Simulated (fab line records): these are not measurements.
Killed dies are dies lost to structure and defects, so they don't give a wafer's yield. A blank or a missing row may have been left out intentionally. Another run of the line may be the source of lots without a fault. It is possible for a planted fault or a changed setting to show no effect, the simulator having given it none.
fab line records | flow n5_finfet
[record] lots = 7 | wafers = 21
route steps=1938 shown BEOL_M6@1212 BEOL_M7@1288 BEOL_M10@1513 BEOL_M11@1578
start_h: the number of hours between the record's first day and the start of the first shown wafer of the lot | wait_h: hours since the lot's step before | " unchanged from the row above | L1.1+2: a row that stands for several wafers | - no value present, or no start provided | * or withheld: withheld | < > ~ a bound
route shown NAME@n: names a module that has steps shown in the file, with the first one's number in the route | usual: mean/standard deviation taken from wafers without a fault | same: alike in all rows | chamber/n: place in a boat | sites: the reading at each site | _std_site: how widely they spread, as a standard deviation | _edge_site: mean of outer sites minus mean of inner sites | radius_mm: how far each site lies from the wafer's centre | mask NAME#n: copy n | behind: tool/chamber where the wafer was last shaped | hold: cause of the lot's hold/its duration in hours/its outcome | device: the transistor (n, p or np) that didn't switch | end of line: at the end of the route, the tests of the same wafers | a step given without rows: its recipe and nothing more | killed: count of dies lost to structure and defects at first sort (not the wafer's yield) | map: the dies of a wafer, with x for killed, . for not killed, _ for no die there
set.NAME: the setting that was run; set.NAME@STEP: the one run at that earlier step | model.NAME: the simulator's own value behind a step, which no gauge read
lots run with intentionally changed settings; tables by step, rows by wafer
[[steps]]
[step N5_BEOL_M6_ETCH_62]
[recipe] chemistry = N2/H2 | target = SOC | target_depth_a = 1100 | overetch_a = 220 | mask_material = SiARC | temp_c = 40 | time_s = 165 | ion_energy_ev = 200 | pressure_mtorr = 30 | source_w = 840 | bias_w = 150 | n2_flow_sccm = 200 | h2_flow_sccm = 200
lot.wafer | tool        | chamber | start_h | wait_h | set.time_s | set.dose_mj@BEOL_M6_EXPOSE_08 | model.BEOL_M6.cd_offset_nm | model.SiARC_of_BEOL_M6_COAT_60.thk_nm
L078.1    | rie_diel-04 | 1       | 212.30  | 0.0    | 149.9      | 64.66                         | -4                         | 29
L078.2    | "           | 2       | "       | "      | 149.9      | 68.25                         | 0.4                        | 29.2
L078.3    | "           | 3       | "       | "      | 149.9      | 64.66                         | -3                         | 29
L081.2    | rie_diel-02 | 3       | 227.96  | 0.0    | 165        | 66.43                         | -1.2                       | 27.8
L081.4    | "           | 0       | "       | "      | 165        | 68.25                         | -1.4                       | 27.8
L081.5    | "           | 1       | "       | "      | 165        | 66.43                         | -3.2                       | 27.8
L082.1    | rie_diel-01 | 3       | 247.38  | 0.0    | 192.9      | 68.25                         | -0.6                       | 27
L082.5    | "           | 2       | "       | "      | 165        | 70.67                         | 1.6                        | 28.6
L082.6    | "           | 3       | "       | "      | 165        | 70.67                         | 0.4                        | 28.2
L087.1    | rie_diel-02 | 3       | 276.45  | 0.0    | 165        | 72.31                         | 3.2                        | 27.8
L087.3    | "           | 1       | "       | "      | 199.4      | 68.25                         | -0.6                       | 26.6
L087.4    | "           | 2       | "       | "      | 165        | 68.25                         | 0                          | 29
L088.1    | rie_diel-04 | 1       | 281.89  | 0.0    | 136.1      | 68.25                         | -1.6                       | 29.6
L088.4    | "           | 0       | "       | "      | 165        | 64.23                         | -4                         | 28
L088.6    | "           | 3       | "       | "      | 136.1      | 68.25                         | -1.8                       | 29.6
L090.2    | rie_diel-04 | 3       | 285.46  | 0.0    | 165        | 72.02                         | 1.4                        | 28.2
L090.4    | "           | 0       | "       | "      | 181.7      | 68.25                         | 0.2                        | 27
L090.5    | "           | 0       | "       | "      | 165        | 72.02                         | 1.6                        | 27.6
L097.1    | rie_diel-02 | 1       | 334.08  | 0.0    | 165        | 68.25                         | -0.2                       | 28.2
L097.5    | "           | 1       | "       | "      | 165        | 68.25                         | -0.8                       | 28
L097.6    | "           | 0       | "       | "      | 165        | 68.25                         | 0                          | 28
[step N5_BEOL_M6_STRIP_68]
[recipe] chemistry = N2/H2 | temp_c = 40 | n2_flow_sccm = 200 | h2_flow_sccm = 200 | rf_frequency_hz = 6e+07
[step N5_BEOL_M6_STRIP_67]
[recipe] chemistry = CF4 | resist = SiARC | power_w = 300 | bias_power_w = 75 | pressure_mtorr = 50 | cf4_flow_sccm = 150 | rf_frequency_hz = 6e+07
[step N5_BEOL_M6_HM_OPEN_17]
[recipe] chemistry = Cl2/BCl3 | target_depth_a = 200 | overetch_a = 60 | target = TiN | mask_material = SOC | ion_energy_ev = 150 | pressure_mtorr = 10 | icp_w = 1000 | bias_w = 126 | Cl2_flow_sccm = 53.25 | bcl3_flow_sccm = 21.75 | Ar_flow_sccm = 25
lot.wafer | tool         | chamber | start_h | wait_h | set.dose_mj@BEOL_M6_EXPOSE_08 | set.time_s@BEOL_M6_ETCH_62 | model.etch.depth_nm | model.BEOL_M6.cd_offset_nm
L078.1    | rie_metal-02 | 1       | 212.49  | 0.0    | 64.66                         | 149.9                      | 20                  | -4
L078.2    | "            | 0       | "       | "      | 68.25                         | 149.9                      | 19.52               | 0.4
L078.3    | "            | 0       | "       | "      | 64.66                         | 149.9                      | 19.96               | -3
L081.2    | rie_metal-01 | 1       | 228.20  | 0.1    | 66.43                         | 165                        | 19.57               | -1.2
L081.4    | "            | 0       | "       | "      | 68.25                         | 165                        | 19.86               | -1.4
L081.5    | "            | 0       | "       | "      | 66.43                         | 165                        | 19.43               | -3
L082.1    | rie_metal-03 | 1       | 247.63  | 0.1    | 68.25                         | 192.9                      | 16.62               | -0.8
L082.5    | "            | 0       | "       | "      | 70.67                         | 165                        | 19.58               | 1.6
L082.6    | "            | 1       | "       | "      | 70.67                         | 165                        | 19.53               | 0.2
L087.1    | rie_metal-01 | 0       | 276.64  | 0.0    | 72.31                         | 165                        | 19.45               | 3.4
L087.3    | "            | 0       | "       | "      | 68.25                         | 199.4                      | 16.63               | -0.6
L087.4    | "            | 1       | "       | "      | 68.25                         | 165                        | 19.83               | 0
L088.1    | rie_metal-03 | 1       | 282.07  | 0.0    | 68.25                         | 136.1                      | 19.82               | -1.8
L088.4    | "            | 0       | "       | "      | 64.23                         | 165                        | 19.27               | -4
L088.6    | "            | 0       | "       | "      | 68.25                         | 136.1                      | 20                  | -1.8
L090.2    | rie_metal-03 | 1       | 285.65  | 0.0    | 72.02                         | 165                        | 19.8                | 1
L090.4    | "            | 0       | "       | "      | 68.25                         | 181.7                      | 18.44               | 0
L090.5    | "            | 0       | "       | "      | 72.02                         | 165                        | 19.94               | 1.6
L097.1    | rie_metal-03 | 1       | 334.27  | 0.0    | 68.25                         | 165                        | 19.72               | -0.2
L097.5    | "            | 0       | "       | "      | 68.25                         | 165                        | 20.74               | -0.8
L097.6    | "            | 1       | "       | "      | 68.25                         | 165                        | 19.78               | 0
[step N5_BEOL_M6_STRIP_19]
[recipe] chemistry = O2 | power_w = 400 | temp_c = 40 | pressure_mtorr = 30 | rf_frequency_hz = 6e+07 | bias_power_w = 0 | overash_fraction = 0.2 | o2_flow_sccm = 225
[step N5_BEOL_M6_CD_MEAS_18]
[recipe] pitch_nm = 80 | target_cd_nm = 40
[usual] cd_nm = 39.6/0.77
lot.wafer | tool      | chamber | start_h | wait_h | set.dose_mj@BEOL_M6_EXPOSE_08 | cd_nm
L078.1    | cd_sem-02 | -       | 212.69  | 0.0    | 64.66                         | 36.2
L078.2    | "         | -       | "       | "      | 68.25                         | 40.2
L078.3    | "         | -       | "       | "      | 64.66                         | 37.3
L081.2    | cd_sem-02 | -       | 228.38  | 0.1    | 66.43                         | 38.9
L081.4    | "         | -       | "       | "      | 68.25                         | 38.3
L081.5    | "         | -       | "       | "      | 66.43                         | 37.3
L082.1    | cd_sem-03 | -       | 247.89  | 0.0    | 68.25                         | 39.6
L082.5    | "         | -       | "       | "      | 70.67                         | 41.6
L082.6    | "         | -       | "       | "      | 70.67                         | 40.2
L087.1    | cd_sem-03 | -       | 276.83  | 0.0    | 72.31                         | 43.3
L087.3    | "         | -       | "       | "      | 68.25                         | 39.8
L087.4    | "         | -       | "       | "      | 68.25                         | 40.5
L088.1    | cd_sem-01 | -       | 282.38  | 0.0    | 68.25                         | 38.4
L088.4    | "         | -       | "       | "      | 64.23                         | 36.4
L088.6    | "         | -       | "       | "      | 68.25                         | 38.0
L090.2    | cd_sem-01 | -       | 285.83  | 0.1    | 72.02                         | 41.2
L090.4    | "         | -       | "       | "      | 68.25                         | 39.9
L090.5    | "         | -       | "       | "      | 72.02                         | 41.6
L097.1    | cd_sem-01 | -       | 334.45  | 0.1    | 68.25                         | 39.8
L097.5    | "         | -       | "       | "      | 68.25                         | 39.3
L097.6    | "         | -       | "       | "      | 68.25                         | 40.0
[step N5_BEOL_M7_COAT_64]
[recipe] resist = SiARC | temp_c = 220 | time_s = 60 | spin_rpm = 1500 | resist_thk_nm = 12
lot.wafer  | tool           | chamber | start_h | wait_h | set.spin_rpm | model.SiARC_of_BEOL_M7_COAT_64.thk_nm
L078.1+2   | litho_track-04 | 0       | -       | -      | 1341         | 12.6
L078.3     | "              | 0       | "       | "      | 1500         | 12
L081.2     | litho_track-03 | 0       | -       | -      | 1500         | 12
L081.4+5   | "              | 0       | "       | "      | 1609         | 11.6
L082.1+5   | litho_track-03 | 0       | -       | -      | 1395         | 12.4
L082.6     | "              | 0       | "       | "      | 1500         | 12
L087.1+3+4 | litho_track-05 | 0       | -       | -      | 1500         | 12
L088.1+6   | litho_track-04 | 0       | -       | -      | 1500         | 12
L088.4     | "              | 0       | "       | "      | 1572         | 11.8
L090.2+4+5 | litho_track-04 | 0       | -       | -      | 1500         | 12
L097.1+5+6 | litho_track-05 | 0       | -       | -      | 1500         | 12
[step N5_BEOL_M7_COAT_71]
[recipe] resist = underlayer | temp_c = 205 | time_s = 60 | spin_rpm = 1500 | resist_thk_nm = 5
lot.wafer  | tool           | chamber | start_h | wait_h | set.spin_rpm
L078.1+2   | litho_track-04 | 0       | -       | -      | 1500
L078.3     | "              | 0       | "       | "      | 1632
L081.2+4   | litho_track-03 | 0       | -       | -      | 1500
L081.5     | "              | 0       | "       | "      | 1410
L082.1+5+6 | litho_track-03 | 0       | -       | -      | 1500
L087.1+3   | litho_track-05 | 0       | -       | -      | 1500
L087.4     | "              | 0       | "       | "      | 1573
L088.1     | litho_track-04 | 0       | -       | -      | 1500
L088.4+6   | "              | 0       | "       | "      | 1563
L090.2+4+5 | litho_track-04 | 0       | -       | -      | 1500
L097.1+5+6 | litho_track-05 | 0       | -       | -      | 1500
[step N5_BEOL_M7_COAT_22]
[recipe] resist = CAR-EUV | spin_rpm = 1500 | resist_thk_nm = 30
[step N5_BEOL_M7_EBR_24]
[recipe] solvent = PGMEA | ebr_width_mm = 1.5
[step N5_BEOL_M7_DESCUM_33]
[recipe] chemistry = O2 | time_s = 7 | source_power_w = 50 | bias_power_w = 20 | pressure_mtorr = 20 | rf_frequency_hz = 2.712e+07 | temp_c = 40 | resist = CAR-EUV | o2_flow_sccm = 225
[step N5_BEOL_M7_ETCH_72]
[recipe] chemistry = N2/H2 | target = underlayer | target_depth_a = 65 | mask_material = CAR-EUV | time_s = 5.2 | ion_energy_ev = 200 | pressure_mtorr = 30 | source_w = 840 | bias_w = 150 | n2_flow_sccm = 200 | h2_flow_sccm = 200 | ends = cleared
lot.wafer | tool        | chamber | start_h | wait_h | set.spin_rpm@BEOL_M7_COAT_71 | model.etch.depth_nm
L078.1    | rie_diel-05 | 3       | 222.68  | 0.0    | 1500                         | 4.965
L078.2    | "           | 2       | "       | "      | 1500                         | 4.981
L078.3    | "           | 0       | "       | "      | 1632                         | 4.765
L081.2    | rie_diel-05 | 1       | 239.04  | 0.0    | 1500                         | 5.003
L081.4    | "           | 2       | "       | "      | 1500                         | 4.995
L081.5    | "           | 0       | "       | "      | 1410                         | 5.151
L082.1    | rie_diel-03 | 1       | 261.26  | 0.0    | 1500                         | 5.019
L082.5    | "           | 3       | "       | "      | 1500                         | 5.003
L082.6    | "           | 2       | "       | "      | 1500                         | 5.018
L087.1    | rie_diel-06 | 2       | 283.90  | 0.0    | 1500                         | 5.023
L087.3    | "           | 3       | "       | "      | 1500                         | 5.02
L087.4    | "           | 1       | "       | "      | 1573                         | 4.906
L088.1    | rie_diel-05 | 2       | 292.84  | 0.0    | 1500                         | 5.015
L088.4    | "           | 3       | "       | "      | 1563                         | 4.901
L088.6    | "           | 3       | "       | "      | 1563                         | 4.896
L090.2    | rie_diel-05 | 3       | 295.12  | 0.0    | 1500                         | 4.971
L090.4    | "           | 1       | "       | "      | 1500                         | 4.982
L090.5    | "           | 2       | "       | "      | 1500                         | 4.991
L097.1    | rie_diel-03 | 0       | 350.18  | 0.0    | 1500                         | 4.986
L097.5    | "           | 3       | "       | "      | 1500                         | 4.995
L097.6    | "           | 1       | "       | "      | 1500                         | 4.996
[step N5_BEOL_M7_ETCH_65]
[recipe] chemistry = CF4 | target = SiARC | target_depth_a = 156 | mask_material = CAR-EUV | time_s = 26 | ion_energy_ev = 80 | pressure_mtorr = 40 | source_w = 545 | bias_w = 36 | Ar_flow_sccm = 100 | cf4_flow_sccm = 100 | ends = cleared
lot.wafer | tool        | chamber | start_h | wait_h | set.spin_rpm@BEOL_M7_COAT_64 | model.etch.depth_nm
L078.1    | rie_diel-05 | 3       | 222.70  | 0.0    | 1341                         | 12.66
L078.2    | "           | 2       | "       | "      | 1341                         | 12.69
L078.3    | "           | 0       | "       | "      | 1500                         | 11.96
L081.2    | rie_diel-05 | 1       | 239.06  | 0.0    | 1500                         | 12.01
L081.4    | "           | 2       | "       | "      | 1609                         | 11.55
L081.5    | "           | 0       | "       | "      | 1609                         | 11.54
L082.1    | rie_diel-03 | 1       | 261.27  | 0.0    | 1395                         | 12.46
L082.5    | "           | 3       | "       | "      | 1395                         | 12.43
L082.6    | "           | 2       | "       | "      | 1500                         | 12.01
L087.1    | rie_diel-06 | 2       | 283.92  | 0.0    | 1500                         | 12
L087.3    | "           | 3       | "       | "      | 1500                         | 11.98
L087.4    | "           | 1       | "       | "      | 1500                         | 11.99
L088.1    | rie_diel-05 | 2       | 292.86  | 0.0    | 1500                         | 12
L088.4    | "           | 3       | "       | "      | 1572                         | 11.75
L088.6    | "           | 3       | "       | "      | 1500                         | 12.02
L090.2    | rie_diel-05 | 3       | 295.14  | 0.0    | 1500                         | 12.05
L090.4    | "           | 1       | "       | "      | 1500                         | 12.04
L090.5    | "           | 2       | "       | "      | 1500                         | 12.03
L097.1    | rie_diel-03 | 0       | 350.20  | 0.0    | 1500                         | 11.98
L097.5    | "           | 3       | "       | "      | 1500                         | 11.99
L097.6    | "           | 1       | "       | "      | 1500                         | 12
[step N5_BEOL_M10_ETCH_41]
[recipe] chemistry = CH3F/O2 | target = SiCN | target_depth_a = 426 | taper_deg = 2 | time_s = 86 | ion_energy_ev = 120 | mask_material = TiN | pressure_mtorr = 30 | source_w = 395 | bias_w = 75 | Ar_flow_sccm = 150 | CH3F_flow_sccm = 30 | O2_flow_sccm = 20
[usual] rf_vpp_V = 297.6/1.6
lot.wafer | tool        | chamber | start_h | wait_h | set.source_w | rf_vpp_V
L078.1    | rie_diel-04 | 2       | -       | -      | 395          | 298.7
L078.2    | "           | 0       | "       | "      | 395          | 300.3
L078.3    | "           | 3       | "       | "      | 395          | 297.4
L081.2    | rie_diel-02 | 0       | -       | -      | 395          | 295.3
L081.4    | "           | 3       | "       | "      | 413          | 293.9
L081.5    | "           | 3       | "       | "      | 395          | 299.6
L082.1    | rie_diel-04 | 0       | -       | -      | 395          | 300.7
L082.5    | "           | 1       | "       | "      | 395          | 298.2
L082.6    | "           | 2       | "       | "      | 395          | 298.3
L088.1    | rie_diel-04 | 1       | -       | -      | 395          | 297.1
L088.4    | "           | 0       | "       | "      | 362.3        | 308.8
L088.6    | "           | 1       | "       | "      | 395          | 297.3
L087.1    | rie_diel-02 | 2       | -       | -      | 395          | 298.5
L087.3    | "           | 3       | "       | "      | 330.8        | 315.8
L087.4    | "           | 1       | "       | "      | 330.8        | 316.7
L090.2    | rie_diel-04 | 2       | -       | -      | 395          | 297.7
L090.4    | "           | 0       | "       | "      | 432.5        | 289.4
L090.5    | "           | 2       | "       | "      | 395          | 297.9
L097.1    | rie_diel-04 | 2       | -       | -      | 395          | 296.5
L097.5    | "           | 3       | "       | "      | 395          | 298.3
L097.6    | "           | 0       | "       | "      | 395          | 298.9
[step N5_BEOL_M11_TRENCH_ETCH_37]
[recipe] chemistry = C4F6/O2 | target_depth_a = 1488.3 | target = SiCOH_lowk | time_s = 48 | ion_energy_ev = 250 | pressure_mtorr = 30 | source_w = 345 | bias_w = 185 | Ar_flow_sccm = 300 | C4F6_flow_sccm = 10 | O2_flow_sccm = 10
lot.wafer | tool        | chamber | start_h | wait_h | set.time_s | model.BEOL_M11.feature_depth_nm | model.etch.depth_nm
L078.1    | rie_diel-06 | 1       | -       | -      | 48         | 147.4                           | 147.3
L078.2    | "           | 2       | "       | "      | 57.09      | 179.4                           | 179.3
L078.3    | "           | 3       | "       | "      | 48         | 151.6                           | 151.6
L081.2    | rie_diel-06 | 3       | -       | -      | 44.08      | 140.4                           | 140.3
L081.4    | "           | 1       | "       | "      | 44.08      | 136.4                           | 136.4
L081.5    | "           | 2       | "       | "      | 48         | 150                             | 150
L082.1    | rie_diel-06 | 0       | -       | -      | 48         | 144.2                           | 144.2
L082.5    | "           | 1       | "       | "      | 48         | 146.6                           | 146.5
L082.6    | "           | 0       | "       | "      | 53.56      | 160.6                           | 160.5
L088.1    | rie_diel-06 | 3       | -       | -      | 48         | 150.4                           | 150.5
L088.4    | "           | 0       | "       | "      | 48         | 143.4                           | 143.4
L088.6    | "           | 2       | "       | "      | 57.13      | 177.2                           | 177.2
L087.1    | rie_diel-03 | 1       | -       | -      | 55.76      | 171.8                           | 171.8
L087.3    | "           | 0       | "       | "      | 48         | 145.4                           | 145.5
L087.4    | "           | 1       | "       | "      | 55.76      | 172.4                           | 172.3
L090.2    | rie_diel-05 | 2       | -       | -      | 48         | 142.6                           | 142.6
L090.4    | "           | 1       | "       | "      | 48         | 149.2                           | 149.3
L090.5    | "           | 2       | "       | "      | 48         | 142.6                           | 142.7
L097.1    | rie_diel-06 | 0       | -       | -      | 48         | 143.2                           | 143.2
L097.5    | "           | 0       | "       | "      | 48         | 144.2                           | 144.1
L097.6    | "           | 3       | "       | "      | 48         | 151.4                           | 151.4
[step N5_BEOL_M11_ETCH_41]
[recipe] chemistry = CH3F/O2 | target = SiCN | target_depth_a = 426 | taper_deg = 2 | time_s = 86 | ion_energy_ev = 120 | mask_material = TiN | pressure_mtorr = 30 | source_w = 395 | bias_w = 75 | Ar_flow_sccm = 150 | CH3F_flow_sccm = 30 | O2_flow_sccm = 20
[step N5_BEOL_M11_STRIP_77]
[recipe] chemistry = N2/H2 | time_s = 10 | power_w = 450 | temp_c = 40 | pressure_mtorr = 20 | rf_frequency_hz = 6e+07 | bias_power_w = 7 | n2_flow_sccm = 200 | h2_flow_sccm = 200
[step N5_BEOL_M11_OCD_MEAS_38]
[usual] trench_depth_nm = 148/3.4
lot.wafer | tool   | chamber | start_h | wait_h | set.time_s@BEOL_M11_TRENCH_ETCH_37 | trench_depth_nm
L078.1    | ocd-02 | -       | 261.18  | -      | 48                                 | 147
L078.2    | "      | -       | "       | "      | 57.09                              | 180
L078.3    | "      | -       | "       | "      | 48                                 | 151
L081.2    | ocd-02 | -       | 278.97  | -      | 44.08                              | 140
L081.4    | "      | -       | "       | "      | 44.08                              | 136
L081.5    | "      | -       | "       | "      | 48                                 | 150
L082.1    | ocd-01 | -       | 295.69  | -      | 48                                 | 144
L082.5    | "      | -       | "       | "      | 48                                 | 146
L082.6    | "      | -       | "       | "      | 53.56                              | 161
L088.1    | ocd-01 | -       | 333.31  | -      | 48                                 | 151
L088.4    | "      | -       | "       | "      | 48                                 | 143
L088.6    | "      | -       | "       | "      | 57.13                              | 177
L087.1    | ocd-02 | -       | 337.75  | -      | 55.76                              | 171
L087.3    | "      | -       | "       | "      | 48                                 | 145
L087.4    | "      | -       | "       | "      | 55.76                              | 173
L090.2    | ocd-02 | -       | 338.14  | -      | 48                                 | 142
L090.4    | "      | -       | "       | "      | 48                                 | 150
L090.5    | "      | -       | "       | "      | 48                                 | 143
L097.1    | ocd-01 | -       | 390.46  | -      | 48                                 | 143
L097.5    | "      | -       | "       | "      | 48                                 | 144
L097.6    | "      | -       | "       | "      | 48                                 | 152
[step N5_BEOL_M11_HM_STRIP_39]
[recipe] chemistry = peroxide_tin_strip | material = TiN | target_depth_a = 250 | temp_c = 50 | time_s = 158
lot.wafer  | tool         | chamber | start_h | wait_h | set.time_s
L078.1+2+3 | -            | -       | -       | 0.0    | 147.4
L081.2+4+5 | -            | -       | -       | 0.0    | 193.5
L082.1+5+6 | -            | -       | -       | 0.0    | 137
L088.1+4+6 | -            | -       | -       | 0.0    | 139.4
L087.1+3+4 | -            | -       | -       | 0.0    | 158
L090.2+4+5 | -            | -       | -       | 0.0    | 184.7
L097.1+5+6 | wet_bench-03 | 1,2,6   | 390.50  | 0.0    | 158
[step N5_BEOL_M11_SRD_40]
[recipe] time_s = 30 | temp_c = 23 | rinse_liquid = diw | dry = ipa_marangoni
[step N5_BEOL_M11_PRECLEAN_42]
[recipe] chemistry = residue_remover | time_s = 60 | temp_c = 40
[step N5_BEOL_M11_ECD_50]
[recipe] material = Cu | target_thk_a = 3180
[step N5_BEOL_M11_ANNEAL_51]
[recipe] temp_c = 225 | time_s = 90 | ambient = N2
[step N5_BEOL_M11_CMP_52]
[recipe] stop_on = SiCOH_lowk | t_overpolish_s = 7 | down_force_psi = 1 | platen_rpm = 50 | clearing_platen_down_force_psi = 1.5 | clearing_platen_rpm = 50 | post_cmp_clean = cu_alkaline | target_thk_nm = 140 | clearing_platen_pad_velocity_m_s = 0.99484 | pad_velocity_m_s = 0.99484
lot.wafer | tool   | chamber | start_h | wait_h | set.time_s@BEOL_M11_TRENCH_ETCH_37 | model.Cu_of_BEOL_M11_ECD_50.thk_nm
L078.2    | cmp-04 | 0       | 264.01  | 0.4    | 57.09                              | 170.8
L078.3    | "      | 1       | "       | "      | 48                                 | 141.6
L078.1    | "      | 3       | "       | "      | 48                                 | 138.8
L081.4    | cmp-02 | 2       | 281.31  | 0.1    | 44.08                              | 128
L081.2    | "      | 3       | "       | "      | 44.08                              | 130.8
L081.5    | "      | 3       | "       | "      | 48                                 | 140.6
L082.1    | cmp-02 | 2       | 299.50  | 0.4    | 48                                 | 136.8
L082.5    | "      | 3       | "       | "      | 48                                 | 136.6
L082.6    | "      | 0       | "       | "      | 53.56                              | 152.2
L088.4    | cmp-02 | 3       | 337.38  | 0.1    | 48                                 | 137
L088.1    | "      | 1       | "       | "      | 48                                 | 144.2
L088.6    | "      | 0       | "       | "      | 57.13                              | 171
L087.3    | cmp-04 | 0       | 341.23  | 0.2    | 48                                 | 139
L087.1    | "      | 1       | "       | "      | 55.76                              | 165
L087.4    | "      | 2       | "       | "      | 55.76                              | 166.4
L090.2    | cmp-01 | 1       | 342.35  | 0.3    | 48                                 | 133.2
L090.4    | "      | 2       | "       | "      | 48                                 | 142.6
L090.5    | "      | 3       | "       | "      | 48                                 | 131.2
L097.1    | cmp-01 | 2       | 392.65  | 0.4    | 48                                 | 135.2
L097.5    | "      | 3       | "       | "      | 48                                 | 132.8
L097.6    | "      | 0       | "       | "      | 48                                 | 144.8
[step N5_BEOL_M11_THK_MEAS_53]
[recipe] thk_meas_gauge = xrf | reads = Cu_of_BEOL_M11_ECD_50
[usual] M11_THK = 139/3.8
lot.wafer | tool          | chamber | start_h | wait_h | set.time_s@BEOL_M11_TRENCH_ETCH_37 | M11_THK[nm]
L078.1    | film_metro-01 | -       | 264.31  | -      | 48                                 | 139
L078.2    | "             | -       | "       | "      | 57.09                              | 172
L078.3    | "             | -       | "       | "      | 48                                 | 141
L081.2    | film_metro-02 | -       | 281.61  | -      | 44.08                              | 129
L081.4    | "             | -       | "       | "      | 44.08                              | 126
L081.5    | "             | -       | "       | "      | 48                                 | 140
L082.1    | film_metro-02 | -       | 299.68  | -      | 48                                 | 137
L082.5    | "             | -       | "       | "      | 48                                 | 136
L082.6    | "             | -       | "       | "      | 53.56                              | 152
L088.1    | film_metro-01 | -       | 337.67  | -      | 48                                 | 144
L088.4    | "             | -       | "       | "      | 48                                 | 137
L088.6    | "             | -       | "       | "      | 57.13                              | 171
L087.1    | film_metro-01 | -       | 341.49  | -      | 55.76                              | 164
L087.3    | "             | -       | "       | "      | 48                                 | 138
L087.4    | "             | -       | "       | "      | 55.76                              | 165
L090.2    | film_metro-02 | -       | 342.57  | -      | 48                                 | 133
L090.4    | "             | -       | "       | "      | 48                                 | 142
L090.5    | "             | -       | "       | "      | 48                                 | 131
L097.1    | film_metro-02 | -       | 392.83  | -      | 48                                 | 135
L097.5    | "             | -       | "       | "      | 48                                 | 132
L097.6    | "             | -       | "       | "      | 48                                 | 144
[step N5_BEOL_M11_PRE_CLEAN_55]
[recipe] gas = NH3 | time_s = 15 | temp_c = withheld | rf_power_w = 300
[step N5_BEOL_M11_DEP_56]
[recipe] material = SiCN | target_thk_a = 300 | temp_c = withheld | precursor = 3MS/NH3 | pressure_torr = 3 | rf_w = 675 | time_s = 10.5
[step N5_BEOL_M11_RS_MEAS_57]
[recipe] thk_meas_gauge = four-point-probe | reads = Cu_of_BEOL_M11_ECD_50+Co_of_BEOL_M11_CVD_75+TaN_of_BEOL_M11_ALD_74
[usual] M11_RS = 0.152/0.0045
lot.wafer | tool          | chamber | start_h | wait_h | set.time_s@BEOL_M11_TRENCH_ETCH_37 | M11_RS[ohm/sq]
L078.1    | film_metro-02 | -       | 264.43  | 0.0    | 48                                 | 0.152
L078.2    | "             | -       | "       | "      | 57.09                              | 0.121
L078.3    | "             | -       | "       | "      | 48                                 | 0.149
L081.2    | film_metro-01 | -       | 281.74  | 0.1    | 44.08                              | 0.162
L081.4    | "             | -       | "       | "      | 44.08                              | 0.166
L081.5    | "             | -       | "       | "      | 48                                 | 0.150
L082.1    | film_metro-02 | -       | 299.81  | 0.0    | 48                                 | 0.154
L082.5    | "             | -       | "       | "      | 48                                 | 0.155
L082.6    | "             | -       | "       | "      | 53.56                              | 0.137
L088.1    | film_metro-01 | -       | 337.80  | 0.0    | 48                                 | 0.146
L088.4    | "             | -       | "       | "      | 48                                 | 0.155
L088.6    | "             | -       | "       | "      | 57.13                              | 0.121
L087.1    | film_metro-01 | -       | 341.61  | 0.0    | 55.76                              | 0.126
L087.3    | "             | -       | "       | "      | 48                                 | 0.152
L087.4    | "             | -       | "       | "      | 55.76                              | 0.125
L090.2    | film_metro-01 | -       | 342.69  | 0.0    | 48                                 | 0.159
L090.4    | "             | -       | "       | "      | 48                                 | 0.148
L090.5    | "             | -       | "       | "      | 48                                 | 0.162
L097.1    | film_metro-02 | -       | 392.96  | 0.0    | 48                                 | 0.157
L097.5    | "             | -       | "       | "      | 48                                 | 0.160
L097.6    | "             | -       | "       | "      | 48                                 | 0.145
[[key]]
[split] step = N5_BEOL_M6_ETCH_62 | setting = time_s | stated = 165 | by = wafer
[response] step = N5_BEOL_M6_ETCH_62 | reading = model.SiARC_of_BEOL_M6_COAT_60.thk_nm | change = -0.087 | per = 1% | r = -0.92
[response] step = N5_BEOL_M6_HM_OPEN_17 | reading = model.etch.depth_nm | change = -0.122 | per = 1% | r = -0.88
[split] step = N5_BEOL_M7_COAT_64 | setting = spin_rpm | stated = 1500 | by = wafer
[response] step = N5_BEOL_M7_COAT_64 | reading = model.SiARC_of_BEOL_M7_COAT_64.thk_nm | change = -0.0549 | per = 1% | r = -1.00
[response] step = N5_BEOL_M7_ETCH_65 | reading = model.etch.depth_nm | change = -0.064 | per = 1% | r = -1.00
[split] step = N5_BEOL_M7_COAT_71 | setting = spin_rpm | stated = 1500 | by = wafer
[response] step = N5_BEOL_M7_ETCH_72 | reading = model.etch.depth_nm | change = -0.0245 | per = 1% | r = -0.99
[split] step = N5_BEOL_M10_ETCH_41 | setting = source_w | stated = 395 | by = wafer
[response] step = N5_BEOL_M10_ETCH_41 | reading = rf_vpp_V | change = -1.08 | per = 1% | r = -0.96
[split] step = N5_BEOL_M11_TRENCH_ETCH_37 | setting = time_s | stated = 48 | by = wafer
[response] step = N5_BEOL_M11_TRENCH_ETCH_37 | reading = model.BEOL_M11.feature_depth_nm | change = +1.56 | per = 1% | r = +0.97
[response] step = N5_BEOL_M11_TRENCH_ETCH_37 | reading = model.etch.depth_nm | change = +1.56 | per = 1% | r = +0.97
[response] step = N5_BEOL_M11_OCD_MEAS_38 | reading = trench_depth_nm | change = +1.57 | per = 1% | r = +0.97
[response] step = N5_BEOL_M11_CMP_52 | reading = model.Cu_of_BEOL_M11_ECD_50.thk_nm | change = +1.57 | per = 1% | r = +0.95
[response] step = N5_BEOL_M11_THK_MEAS_53 | reading = M11_THK | change = +1.59 | per = 1% | r = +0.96
[response] step = N5_BEOL_M11_RS_MEAS_57 | reading = M11_RS | change = -0.00156 | per = 1% | r = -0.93
[split] step = N5_BEOL_M11_HM_STRIP_39 | setting = time_s | stated = 158 | by = lot
response none clear
split outside_this_file step=N5_BEOL_M6_EXPOSE_08 setting=dose_mj
// split outside_this_file: this setting was split too, and the file shows its column; the key of that split is in another file
